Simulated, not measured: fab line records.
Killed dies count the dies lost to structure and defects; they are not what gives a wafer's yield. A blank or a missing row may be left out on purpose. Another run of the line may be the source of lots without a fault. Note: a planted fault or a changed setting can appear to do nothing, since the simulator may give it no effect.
Problem report in the 8D (eight disciplines) form, filled by code :: flow n5Finfet :: the parts of the form that need people (team, actions taken, sign-off) are left out

== 1. WHAT WENT WRONG ==
Mean of runLengthS at N5_BEOL_M14_ETCH_68: 572.6 s across 3 wafers in 2 lots; on wafers with no fault it is 473.3 s (standard deviation 0.33). So: +99 or more standard deviations from the usual mean.
The step: etches SOC in N2/H2, time 450 s.
First observed at day 14 11:10: wafer L191.2, on rieDiel-01. At this step, 18 wafers from 6 lots have a number in the record. The rule behind "out" and "out of limits": a value lying over 4 standard deviations away from the usual mean. Any other wafer with a number is counted as sound.

== 2. WHAT IT IS AND WHAT IT IS NOT ==
question: which readings at this step
is: runLengthS
is not: drypumpMotorCurrentA, oesProductAu, rfVppV, showerheadPlenumPTorr, throttleValvePct

question: which lots
is: L191, L193
is not: L184, L188, L190, L201

question: which wafers of those lots
is: L191.2, L191.5, L193.3
is not: L191.1, L193.5, L193.6

question: read on which tools
is: rieDiel-01
is not: rieDiel-03

question: when
is: from day 14 11:10
is not: up to then (10 sound wafers); but 5 sound wafers of L193, L201 came after

== 3. THE SUSPECTS, EACH WITH WHAT RULES IT OUT ==
Counting: a tool at a process step up to the reading stays a suspect if it ran every lot that is out. Sound lots after the first of them don't rule it out here, since some wafers of a struck lot are sound.
- rieDiel-01 at N5_BEOL_M14_DESCUM_33 (chemistry O2, time 7.9 s): kept. Ran every lot that is out, first one L191 (day 14 10:59); last sound lot up to then L190 (day 14 00:06).
- rieDiel-01 at N5_BEOL_M14_ETCH_67 (etches SiARC in CF4, target depth 143 nm, time 238.3 s): kept. Ran every lot that is out, first one L191 (day 14 11:01); last sound lot up to then L190 (day 14 00:08).
- rieDiel-01 at N5_BEOL_M14_ETCH_68 (etches SOC in N2/H2, time 450 s): kept. Ran every lot that is out, first one L191 (day 14 11:10); last sound lot up to then L190 (day 14 00:17). Its own runLengthS readings are out on those wafers.
- rieDiel-01, N5_BEOL_M14_DESCUM_33: wafers that are out in chamber 2, sound lot-mates in chambers 0, 3.
- rieDiel-01, N5_BEOL_M14_ETCH_67: wafers that are out in chamber 2, sound lot-mates in chambers 0, 3.
- rieDiel-01, N5_BEOL_M14_ETCH_68: wafers that are out in chamber 2, sound lot-mates in chambers 0, 3.
After the count, these remain: rieDiel-01 at N5_BEOL_M14_DESCUM_33, rieDiel-01 at N5_BEOL_M14_ETCH_67 and rieDiel-01 at N5_BEOL_M14_ETCH_68.

== 4. THE CAUSE (what the simulator had put in) ==
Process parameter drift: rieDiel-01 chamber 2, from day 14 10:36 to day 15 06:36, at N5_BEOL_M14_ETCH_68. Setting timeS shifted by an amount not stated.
Counting leaves 3 suspects; this tool is one of them.

== 5. THE EFFECT CHAIN, in route order ==
One row per reading whose mean, taken over the struck wafers that have a number, lies over 3 standard deviations from the usual. Readings are gone through only where the record gives a usual standard deviation; hours: the median, over the lots, of the time from a lot's start at the first step in this table giving one to that lot's start at this step; sigmas: the change measured in usual standard deviations.
hours: 0
step: N5_BEOL_M14_ETCH_68
reading: runLengthS
usual: 473.3 s
on struck wafers: 572.6
change: +99.3
sigmas: +99 or more
Process steps it contains:
- N5_BEOL_M14_ETCH_68: etches SOC in N2/H2, time 450 s.

== 6. HOW IT WOULD HAVE BEEN CAUGHT EARLIER ==
In this record the first reading out of limits was taken at day 14 11:10, 1 hour after the fault began at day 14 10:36.
